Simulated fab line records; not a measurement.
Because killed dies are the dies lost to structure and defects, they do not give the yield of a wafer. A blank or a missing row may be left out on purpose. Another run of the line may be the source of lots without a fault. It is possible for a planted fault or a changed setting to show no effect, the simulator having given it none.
Struck lot and sound lot, side by side / flow nand harc / 14 steps out of a route of 1302
Sound: these wafers, L173.2, L173.3, L173.5. Struck: wafers L182.5, L182.6. (L182.4 of the same lot was not struck and is left out.) The cause comes at the end.
Each step with rows lists, per side, the tool, then ch with its chambers, then its first start. Under that, the readings that differ: sound wafers / struck wafers / difference of the means / sigmas: that difference in standard deviations of wafers without a fault.
alike: a reading whose means differ by less than 2 such deviations, as well as words and numbers matching on both sides. not compared: withheld readings; readings where some wafer has no value; bounds like >300 that might hide an equal value; numbers whose values overlap and for which the record gives no deviation.
Wherever a step has rows on one side only, a row that says differs or no value, or a row with sigmas, the two part there. Numbers that don't overlap but have no deviation are shown without sigmas and don't part them. A reading missing from all wafers of one side parts the sides only when that side holds two or more wafers.

first, 2 steps without rows for these wafers: NHARC_A_WL_FILL_CVD_03 (deposits W, target thk 40 nm, time 279 s); NHARC_A_WL_FILL_ETCHBACK_04 (etches the open film in NF3, target depth 60 nm, time 120 s).
NHARC_A_WL_FILL_ETCHBACK_05: etches the open film in Cl2/BCl3, target depth 22 nm, time 60 s.
  sound on rie metal-03 ch 0,1, day 21 11:43; struck on rie metal-01 ch 0,1, day 24 22:11
  alike: drypump motor current A, oes product au
  not compared: rf hours counter h
NHARC_A_WL_FILL_STRIP_27: strips in N2/H2, time 20 s.
  sound on plasma asher-02 ch 1, day 21 11:50; struck on plasma asher-02 ch 0,1, day 24 22:21
  alike: drypump motor current A, heater power w
  not compared: rf hours counter h
then, 4 steps without rows for these wafers: NHARC_A_WL_FILL_STRIP_28 (strips in post etch residue remover, time 1200 s); NHARC_A_WL_FILL_PRECLEAN_06 (cleans in DIW, time 300 s); NHARC_A_WL_FILL_SRD_07; NHARC_A_WL_FILL_ANNEAL_08 (time 1800 s).
NHARC_A_WL_FILL_ALD_10: deposits SiO2, target thk 50 nm, pulse time 10 s, ald cycles 500.
  sound on ald hk-02 ch 0,2,3, day 21 18:16; struck on ald hk-02 ch 0,3, day 25 03:34
  alike: heater power w, precursor pulse height rel
NHARC_A_WL_FILL_ETCHBACK_16: etches the open film in C4F8/O2/Ar, target depth 120 nm, time 24 s.
  sound on rie diel-08 ch 1,2; struck on rie diel-04 ch 0,3
reading=oes product au (a.u.); sound=0.91 0.93 0.91; struck=1.01 1.00; difference=+0.09; sigmas=+3
  alike: rf vpp V
  not compared: rf hours counter h
NHARC_A_WL_FILL_STRIP_29: strips in O2, time 20 s.
  sound on rie diel-08 ch 0,2,3, day 21 21:59; struck on rie diel-04 ch 1,2, day 25 06:14
reading=oes product au (a.u.); sound=1.008 1.024 1.001; struck=0.988 0.989; difference=-0.022; sigmas=-2
  alike: drypump motor current A, rf vpp V, showerhead plenum p Torr, throttle valve pct
  not compared: rf hours counter h
NHARC_A_WL_FILL_ETCHBACK_17: etches the open film in Cl2/BCl3, target depth 4 nm, time 26.7 s.
  sound on rie metal-02 ch 0,1, day 21 22:04; struck on rie metal-02 ch 0,1, day 25 06:22
reading=oes product au (a.u.); sound=0.976 1.006 0.983; struck=0.854 0.838; difference=-0.142; sigmas=-13
  alike: drypump motor current A
  not compared: rf hours counter h
then, 1 step without rows for these wafers: NHARC_A_WL_FILL_PRECLEAN_18 (cleans in dHF, time 30 s).
-- jump in the record: it breaks off in module A_WL_FILL and resumes in module END (first step shown: number 1302 of the route), and 4 days separate the struck wafers' starts before and after --
NHARC_END_SORT_01:
  at this point the record logs the struck wafers (prober-02 ch 0, day 29 07:59) and has no rows for the sound ones

WHERE THEY PART
Last at NHARC_END_SORT_01 as far as this record goes, first at NHARC_A_WL_FILL_ETCHBACK_16.

WHY: the cause the simulator had injected
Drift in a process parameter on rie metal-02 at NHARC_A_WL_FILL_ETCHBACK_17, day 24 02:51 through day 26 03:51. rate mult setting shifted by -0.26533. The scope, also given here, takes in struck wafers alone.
